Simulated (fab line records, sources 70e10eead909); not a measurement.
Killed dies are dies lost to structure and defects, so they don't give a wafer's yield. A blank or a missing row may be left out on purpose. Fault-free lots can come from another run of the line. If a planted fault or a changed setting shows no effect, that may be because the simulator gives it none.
Struck lot and sound lot, side by side + flow nandHarc + 13 out of 1302 route steps
Sound: the wafers L136.4, L136.5, L136.6. Struck: wafer L128.5 (left out: L128.1, L128.6 of the same lot, which were not struck); the cause appears at the end.
Order at every step that has rows: each side's tool, ch and its chambers, its first start. Under that, the readings that differ: sound wafers + struck wafers + difference of the means + sigmas: that difference in standard deviations of wafers without a fault.
alike: same words and numbers on both sides, and readings whose means sit less than 2 such deviations apart. not compared: any withheld reading, any reading some wafer has no value for, any bound like >300 that may hide the same value, and any number with overlapping values for which the record gives no deviation.
A row with sigmas, a row that says differs or no value, or rows on one side alone: a step with any of these is where the two part. When numbers do not overlap yet have no deviation, they are printed without sigmas and do not part them. Lack of a reading on every wafer of one side parts them only where that side has two or more wafers.

first, 2 steps without rows for these wafers: NHARC_A_ONON_D1_ANNEAL_15 (time 3600 s); NHARC_A_ONON_D1_DEP_16 (target thk 1000 nm).
NHARC_A_ONON_D1_THK_MEAS_18: measures by ellipsometry.
  sound: filmMetro-01 at day 15 20:38; struck: filmMetro-01 at day 12 13:50
  alike: thkNm
after that, 1 step with no rows for these wafers: NHARC_A_ONON_D1_DEP_19 (target thk 1000 nm).
NHARC_A_ONON_D1_THK_MEAS_21: measures by ellipsometry.
  sound: filmMetro-02 at day 15 21:12; struck: filmMetro-02 at day 12 14:25
  alike: thkNm
after that, 1 step with no rows for these wafers: NHARC_A_ONON_D1_DEP_22 (target thk 1000 nm).
NHARC_A_ONON_D1_THK_MEAS_24: measures by ellipsometry.
  sound: filmMetro-01 at day 15 21:46; struck: filmMetro-01 at day 12 14:59
  alike: thkNm
after that, 1 step with no rows for these wafers: NHARC_A_ONON_D1_DEP_25 (target thk 1000 nm).
NHARC_A_ONON_D1_THK_MEAS_27: measures by ellipsometry.
  sound: filmMetro-02 at day 15 22:20; struck: filmMetro-02 at day 12 15:32
  alike: thkNm
after that, 1 step with no rows for these wafers: NHARC_A_ONON_D1_DEP_28 (target thk 1000 nm).
NHARC_A_ONON_D1_THK_MEAS_30: measures by ellipsometry.
  sound: filmMetro-02 at day 15 22:53; struck: filmMetro-02 at day 12 16:06
  alike: thkNm
NHARC_A_ONON_D1_DEP_33: deposits SiO2, target thk 200 nm.
  sound on pecvd-02 ch 0,1,2, day 15 23:05; struck on pecvd-01 ch 0, day 12 16:15
| reading            | sound          | struck | difference | sigmas      |
|--------------------|----------------|--------|------------|-------------|
| rfFwdPowerW (W)    | 899 899 894    | 1264   | +367       | +99 or more |
| showerheadVppV (V) | 1856 1984 1836 | 2306   | +414       | +6          |
  alike: heaterPowerW, mfcPrecursorSccm, throttleValvePct
NHARC_A_ONON_D1_THK_MEAS_34: measures by ellipsometry.
  sound: filmMetro-02 at day 15 23:22; struck: filmMetro-02 at day 12 16:34
| reading    | sound             | struck | difference | sigmas |
|------------|-------------------|--------|------------|--------|
| thkNm (nm) | 201.6 194.8 199.0 | 221.3  | +22.8      | +8     |

## WHERE THEY PART
First at NHARC_A_ONON_D1_DEP_33; last, within this record, at NHARC_A_ONON_D1_THK_MEAS_34.

WHY: whatever the simulator had introduced
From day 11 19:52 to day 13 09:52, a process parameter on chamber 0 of pecvd-01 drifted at NHARC_A_ONON_D1_DEP_33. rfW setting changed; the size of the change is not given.
